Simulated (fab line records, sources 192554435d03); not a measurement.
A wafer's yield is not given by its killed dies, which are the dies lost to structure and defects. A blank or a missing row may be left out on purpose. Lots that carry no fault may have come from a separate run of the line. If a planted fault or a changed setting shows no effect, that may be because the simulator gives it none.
Matching of chambers | flow n5 finfet | rie diel-04 running N5_GATE_CUT_STRIP_41: 4 sister chambers
The step strips in CF4. 16 wafers are shown with their chamber, then 8 later ones without.

## WAFERS PAIRED WITH THEIR CHAMBERS
wafer  | chamber | throttle valve pct (%) | drypump motor current A (A) | oes product au (a.u.)
L083.1 | 3       | 13.36                  | 5.7                         | 0.204
L083.3 | 1       | 13.68                  | 5.6                         | 0.177
L083.6 | 3       | 13.35                  | 5.7                         | 0.204
L085.4 | 0       | 13.13                  | 5.7                         | 0.206
L085.5 | 3       | 13.35                  | 5.7                         | 0.205
L085.6 | 2       | 13.94                  | 6.0                         | 0.155
L086.3 | 1       | 13.70                  | 5.6                         | 0.173
L086.4 | 0       | 13.14                  | 5.8                         | 0.201
L086.5 | 1       | 13.68                  | 5.6                         | 0.170
L088.2 | 0       | 13.15                  | 5.7                         | 0.206
L088.3 | 3       | 13.38                  | 5.7                         | 0.194
L088.6 | 0       | 13.13                  | 5.8                         | 0.202
L089.1 | 1       | 13.71                  | 5.6                         | 0.174
L089.4 | 1       | 13.70                  | 5.6                         | 0.169
L089.6 | 0       | 13.14                  | 5.8                         | 0.213
L090.1 | 0       | 13.15                  | 5.7                         | 0.205

SIGNATURES (means of the wafers above)
reading                 | chamber 0 | chamber 1 | chamber 2 | chamber 3 | scatter within a chamber
throttle valve pct      | 13.1400   | 13.6940   | 13.9400   | 13.3600   | 0.012
drypump motor current A | 5.750     | 5.600     | 6.000     | 5.700     | 0.0354
oes product au          | 0.20550   | 0.17260   | 0.15500   | 0.20175   | 0.0042
Rule: a wafer's distance from a chamber is the root of the sum, over the readings, of the square of ((its reading less the chamber's mean) divided by the reading's scatter). The wafer belongs to the nearest chamber; if the next one is less than 2 further off, it can't be placed. The scatter: take each reading less its chamber's mean, square it, sum over the shown wafers, divide by the number of wafers less the number of chambers, and take the root.

## WAFERS WITHOUT THEIR CHAMBER
wafer  | throttle valve pct (%) | drypump motor current A (A) | oes product au (a.u.)
L090.3 | 13.35                  | 6.0                         | 0.233
L090.4 | 13.40                  | 5.7                         | 0.195
L093.1 | 13.37                  | 6.0                         | 0.217
L093.3 | 13.73                  | 5.6                         | 0.173
L093.5 | 13.71                  | 5.7                         | 0.169
L095.2 | 13.74                  | 5.7                         | 0.167
L095.4 | 13.41                  | 5.7                         | 0.198
L095.6 | 13.17                  | 5.8                         | 0.194

## WHICH CHAMBER EACH WENT THROUGH
wafer  | from the rows above | in truth
L090.3 | 3                   | 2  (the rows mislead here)
L090.4 | 3                   | 3
L093.1 | 3                   | 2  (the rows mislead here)
L093.3 | 1                   | 1
L093.5 | 1                   | 1
L095.2 | 1                   | 1
L095.4 | 3                   | 3
L095.6 | 0                   | 0
Correct placement for 6 of the 8. From these rows, 0 cannot be placed. Placed wrongly: 2.
